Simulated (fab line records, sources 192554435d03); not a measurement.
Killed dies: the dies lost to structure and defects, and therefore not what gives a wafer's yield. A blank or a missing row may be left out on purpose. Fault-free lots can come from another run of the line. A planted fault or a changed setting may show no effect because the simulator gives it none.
fab line records -- flow n5_finfet
[record] lots = 11, wafers = 33, last_day = 18
route steps=1938 shown BEOL_M15@1811 MIM_TOP@1834
lots that met no fault: from a run of the same line without faults
start_h: the number of hours between the record's first day and the start of the first shown wafer of the lot -- wait_h: how many hours have passed since the lot's step before this one -- " identical to the entry in the row above -- L1.1+2: a single row standing in for several wafers -- - no value, or no start was given -- * or withheld: withheld -- < > ~ a bound
route shown NAME@n: names a module that has steps shown in the file, with the first one's number in the route -- usual: the fault-free wafers' mean and standard deviation -- same: alike in all rows -- chamber/n: place in a boat -- sites: readings site by site -- _std_site: standard deviation across them -- _edge_site: outer sites' mean less inner sites' -- radius_mm: how far each site lies from the wafer's centre -- mask NAME#n: copy n -- behind: the tool/chamber that last shaped the wafer -- hold: why the lot went on hold/how many hours it stayed there/how the hold came to an end -- device: transistor that didn't switch, given as n, p or np -- end of line: at the end of the route, the tests of the same wafers -- a step without rows: its recipe alone -- killed: not the wafer's yield, but the dies lost to structure and defects at the first sort -- map: a wafer's dies, marking killed ones x, the rest . and places with no die _
set.NAME: the run value of the setting; set.NAME@STEP: its run value at that earlier step -- model.NAME: the simulator's own value behind a step, which no gauge read
one table for each step of the route and one row for each wafer, over a sample of lots
services: from which hour (start_h, from the record's first day; less than 0 if before it) a tool's chamber was out of use, for how many hours, and why
[[steps]]
[step N5_BEOL_M15_STRIP_36]
[recipe] chemistry = O2, power_w = 600, temp_c = 60, pressure_mtorr = 30, rf_frequency_hz = 6e+07, bias_power_w = 0, overash_fraction = 0.3, o2_flow_sccm = 225
[usual] drypump_motor_current_A = 5.6/0.35, oes_product_au = 0.78/0.087, rf_vpp_V = 3.5/0.93, showerhead_plenum_p_Torr = 2.09/0.052, throttle_valve_pct = 16.66/0.27
lot.wafer,tool,chamber,start_h,wait_h,drypump_motor_current_A,oes_product_au,rf_hours_counter_h,rf_vpp_V,showerhead_plenum_p_Torr,throttle_valve_pct
L578.3,rie_diel-04,0,273.29,1.3,5.9,0.68,242,4.4,2.05,16.55
L578.4,rie_diel-04,3,273.29,1.3,5.4,0.72,194,3.7,2.15,16.63
L578.5,rie_diel-04,1,273.29,1.3,5.9,0.79,-,3.9,2.03,16.55
L581.2,rie_diel-06,0,285.74,1.3,5.1,0.98,4,1.1,2.14,16.20
L581.3,rie_diel-06,3,285.74,1.3,5.5,0.72,212,5.7,2.01,17.08
L581.6,rie_diel-06,2,285.74,1.3,6.0,0.82,-,3.1,2.05,16.75
L582.1,rie_diel-02,0,296.12,0.0,5.5,0.87,47,5.1,2.13,16.79
L582.4,rie_diel-02,1,296.12,0.0,6.1,0.84,-,4.5,2.14,17.07
L582.5,rie_diel-02,3,296.12,0.0,5.2,0.79,-,3.2,2.11,16.38
L583.1,rie_diel-04,0,298.49,1.6,6.0,0.68,252,3.5,2.04,16.58
L583.3,rie_diel-04,3,298.49,1.6,5.4,0.71,203,3.7,2.15,16.61
L583.4,rie_diel-04,1,298.49,1.6,5.9,0.78,-,2.9,2.03,16.57
L584.1,rie_diel-06,0,305.61,0.3,5.1,0.97,10,5.0,2.14,16.21
L584.3,rie_diel-06,3,305.61,0.3,5.5,0.73,218,5.0,2.01,17.12
L584.6,rie_diel-06,0,305.61,0.3,5.1,0.96,-,3.4,2.14,16.19
L585.1,rie_diel-06,0,309.65,0.5,5.1,0.97,12,4.7,2.14,16.20
L585.4,rie_diel-06,2,309.65,0.5,6.0,0.80,93,1.7,2.05,16.79
L585.5,rie_diel-06,2,309.65,0.5,6.0,0.80,-,3.9,2.04,16.73
L592.4,rie_diel-06,0,380.29,0.7,5.1,0.91,31,3.3,2.13,16.24
L592.5,rie_diel-06,1,380.29,0.7,5.3,0.72,-,2.8,2.08,16.92
L592.6,rie_diel-06,0,380.29,0.7,5.1,0.93,-,2.9,2.13,16.22
L593.1,rie_diel-02,3,388.11,1.3,5.2,0.75,142,4.2,2.10,16.40
L593.4,rie_diel-02,3,388.11,1.3,5.2,0.76,-,2.3,2.10,16.47
L593.5,rie_diel-02,1,388.11,1.3,6.1,0.81,-,3.3,2.13,17.13
L594.1,rie_diel-02,1,389.13,2.2,6.2,0.81,106,3.2,2.13,17.15
L594.2,rie_diel-02,3,389.13,2.2,5.2,0.76,143,2.8,2.10,16.47
L594.4,rie_diel-02,2,389.13,2.2,5.5,0.94,-,4.1,2.05,16.10
L597.2,rie_diel-04,3,392.48,5.1,5.3,0.69,234,1.8,2.13,16.70
L597.3,rie_diel-04,2,392.48,5.1,6.0,0.68,223,3.2,2.16,16.65
L597.5,rie_diel-04,3,392.48,5.1,5.3,0.69,-,3.9,2.13,16.69
L596.3,rie_diel-04,0,416.11,0.0,5.9,0.95,24,5.1,2.04,16.21
L596.4,rie_diel-04,1,416.11,0.0,5.9,0.76,167,4.7,2.02,16.68
L596.5,rie_diel-04,3,416.11,0.0,5.4,0.69,-,2.4,2.13,16.75
[step N5_BEOL_M15_DEGAS_41]
[recipe] ambient = vacuum, temp_c = 300, time_s = 60
[usual] heater_power_w = 482/39
lot.wafer,tool,chamber,start_h,wait_h,heater_power_w
L578.3,pvd_sputter-02,-,273.98,0.4,502
L578.4,pvd_sputter-02,-,273.98,0.4,438
L578.5,pvd_sputter-02,-,273.98,0.4,437
L581.2,pvd_sputter-03,-,286.30,0.2,402
L581.3,pvd_sputter-03,-,286.30,0.2,460
L581.6,pvd_sputter-03,-,286.30,0.2,486
L582.1,pvd_sputter-02,-,296.49,0.0,432
L582.4,pvd_sputter-02,-,296.49,0.0,486
L582.5,pvd_sputter-02,-,296.49,0.0,437
L583.1,pvd_sputter-01,-,299.20,0.4,530
L583.3,pvd_sputter-01,-,299.20,0.4,519
L583.4,pvd_sputter-01,-,299.20,0.4,485
L584.1,pvd_sputter-01,-,306.58,0.7,493
L584.3,pvd_sputter-01,-,306.58,0.7,553
L584.6,pvd_sputter-01,-,306.58,0.7,494
L585.1,pvd_sputter-03,-,310.38,0.4,528
L585.4,pvd_sputter-03,-,310.38,0.4,466
L585.5,pvd_sputter-03,-,310.38,0.4,544
L592.4,pvd_sputter-03,-,381.09,0.5,415
L592.5,pvd_sputter-03,-,381.09,0.5,510
L592.6,pvd_sputter-03,-,381.09,0.5,496
L593.1,pvd_sputter-02,-,388.98,0.6,430
L593.4,pvd_sputter-02,-,388.98,0.6,429
L593.5,pvd_sputter-02,-,388.98,0.6,429
L594.1,pvd_sputter-03,-,390.23,0.8,459
L594.2,pvd_sputter-03,-,390.23,0.8,397
L594.4,pvd_sputter-03,-,390.23,0.8,515
L597.2,pvd_sputter-03,-,393.29,0.5,403
L597.3,pvd_sputter-03,-,393.29,0.5,524
L597.5,pvd_sputter-03,-,393.29,0.5,529
L596.3,pvd_sputter-01,-,418.17,1.7,474
L596.4,pvd_sputter-01,-,418.17,1.7,497
L596.5,pvd_sputter-01,-,418.17,1.7,524
[step N5_MIM_TOP_ALD_00]
[recipe] material = Al2O3, target_thk_a = *, temp_c = withheld, ald_precursor_family = TMA, ald_co_reactant = O3, pulse_time_s = withheld, purge_time_s = 3, co_reactant_purge_time_s = withheld, co_reactant_pulse_time_s = 3, ald_cycles = withheld
[usual] precursor_pulse_height_rel = 0.998/0.021
lot.wafer,tool,chamber,start_h,wait_h,precursor_pulse_height_rel
L578.3,ald_hk-01,2,279.52,0.1,1.001
L578.4,ald_hk-01,0,279.52,0.1,1.000
L578.5,ald_hk-01,1,279.52,0.1,0.955
L581.2,ald_hk-03,0,289.22,0.1,1.021
L581.3,ald_hk-03,2,289.22,0.1,1.001
L581.6,ald_hk-03,3,289.22,0.1,0.981
L582.1,ald_hk-03,1,300.00,0.1,1.010
L582.4,ald_hk-03,2,300.00,0.1,1.047
L582.5,ald_hk-03,2,300.00,0.1,1.016
L583.1,ald_hk-03,3,302.75,0.1,0.991
L583.3,ald_hk-03,0,302.75,0.1,1.009
L583.4,ald_hk-03,2,302.75,0.1,0.989
L584.1,ald_hk-03,0,309.79,0.1,1.020
L584.3,ald_hk-03,3,309.79,0.1,1.018
L584.6,ald_hk-03,1,309.79,0.1,0.966
L585.1,ald_hk-01,2,313.37,0.1,0.978
L585.4,ald_hk-01,3,313.37,0.1,1.003
L585.5,ald_hk-01,2,313.37,0.1,0.959
L592.4,ald_hk-01,2,385.33,0.1,1.005
L592.5,ald_hk-01,2,385.33,0.1,0.989
L592.6,ald_hk-01,3,385.33,0.1,0.963
L593.1,ald_hk-01,3,392.56,0.1,1.012
L593.4,ald_hk-01,1,392.56,0.1,0.956
L593.5,ald_hk-01,0,392.56,0.1,0.984
L594.1,ald_hk-03,0,393.13,0.1,1.016
L594.2,ald_hk-03,3,393.13,0.1,1.006
L594.4,ald_hk-03,2,393.13,0.1,1.017
L597.2,ald_hk-03,1,396.40,0.1,1.036
L597.3,ald_hk-03,0,396.40,0.1,0.994
L597.5,ald_hk-03,2,396.40,0.1,0.977
L596.3,ald_hk-01,1,421.86,0.1,1.004
L596.4,ald_hk-01,0,421.86,0.1,1.029
L596.5,ald_hk-01,3,421.86,0.1,0.998
[step N5_MIM_TOP_ALD_01]
[recipe] material = HfO2, target_thk_a = 56, temp_c = withheld, ald_precursor_family = Hf-amide, ald_co_reactant = O3, pulse_time_s = 1, purge_time_s = 3, co_reactant_purge_time_s = 2, co_reactant_pulse_time_s = 3, ald_cycles = 62
[usual] ald_cycles = 62/0, precursor_pulse_height_rel = 0.999/0.021
lot.wafer,tool,chamber,start_h,wait_h,ald_cycles,precursor_pulse_height_rel
L578.3,ald_hk-01,2,279,-,62,0.969
L578.4,ald_hk-01,0,279,-,62,1.021
L578.5,ald_hk-01,1,279,-,62,0.970
L581.2,ald_hk-03,0,289,-,62,1.001
L581.3,ald_hk-03,2,289,-,62,0.979
L581.6,ald_hk-03,3,289,-,62,0.978
L582.1,ald_hk-03,1,300,-,80,1.026
L582.4,ald_hk-03,2,300,-,62,0.992
L582.5,ald_hk-03,2,300,-,62,1.031
L583.1,ald_hk-03,3,302,-,80,0.987
L583.3,ald_hk-03,0,302,-,62,1.008
L583.4,ald_hk-03,2,302,-,62,1.006
L584.1,ald_hk-03,0,309,-,80,0.998
L584.3,ald_hk-03,3,309,-,62,0.992
L584.6,ald_hk-03,1,310,-,80,1.004
L585.1,ald_hk-01,2,313,-,62,0.982
L585.4,ald_hk-01,3,313,-,62,1.039
L585.5,ald_hk-01,2,313,-,62,1.005
L592.4,ald_hk-01,2,385,-,62,0.962
L592.5,ald_hk-01,2,385,-,62,0.998
L592.6,ald_hk-01,3,385,-,62,1.004
L593.1,ald_hk-01,3,392,-,62,1.020
L593.4,ald_hk-01,1,392,-,62,1.023
L593.5,ald_hk-01,0,392,-,62,1.007
L594.1,ald_hk-03,0,393,-,62,1.020
L594.2,ald_hk-03,3,393,-,62,0.975
L594.4,ald_hk-03,2,393,-,62,0.993
L597.2,ald_hk-03,1,396,-,62,1.015
L597.3,ald_hk-03,0,396,-,62,0.973
L597.5,ald_hk-03,2,396,-,62,0.992
L596.3,ald_hk-01,1,421,-,62,1.012
L596.4,ald_hk-01,0,421,-,62,0.964
L596.5,ald_hk-01,3,422,-,62,1.020
[[services]]
tool,chamber,start_h,hours,kind
rie_diel-06,0,256.68,-,clean
rie_diel-06,0,256.68,-,consumable_replace:focus_ring
rie_diel-02,2,262.89,2.0,repair
rie_diel-02,-,275.04,4.0,pm
rie_diel-02,2,291.71,6.1,repair
rie_diel-06,2,293.86,4.5,repair
ald_hk-03,-,295.86,2.9,repair
rie_diel-06,3,298.24,2.1,repair
rie_diel-04,0,299.28,-,clean
rie_diel-04,0,299.28,-,consumable_replace:focus_ring
ald_hk-01,-,329.06,0.5,repair
rie_diel-02,-,352.24,2.8,pm
rie_diel-02,2,356.20,-,clean
rie_diel-02,2,356.20,-,consumable_replace:esc
rie_diel-02,2,356.20,-,consumable_replace:focus_ring
rie_diel-02,2,356.20,18.2,scheduled_down
rie_diel-02,2,356.20,18.2,vent_cycle
rie_diel-06,-,383.85,14.6,pm
rie_diel-02,0,386.50,6.3,repair
pvd_sputter-01,-,389.72,7.3,repair
ald_hk-01,-,410.22,6.0,pm
rie_diel-02,0,414.33,7.5,repair
[[key]]
[first_sign] step = N5_MIM_TOP_ALD_01, reading = ald_cycles, direction = up, sigmas = 99+, usual = *, struck = *
effect none on later readings
met_at N5_MIM_TOP_ALD_01
struck_lots L582,L583,L584
struck_wafers L582.1,L583.1,L584.1,L584.6
not_acting_at N5_BEOL_M15_STRIP_36,N5_BEOL_M15_DEGAS_41,N5_MIM_TOP_ALD_00
onset_between 289 300
[fault] kind = process_parameter_drift, tool = ald_hk-03, chamber = -, onset_h = 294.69, steps = N5_MIM_TOP_ALD_01, channel = ald_cycles, offset = *, shape = step, end_h = 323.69, scope = struck_wafers_only, acts_in = *, stated = *
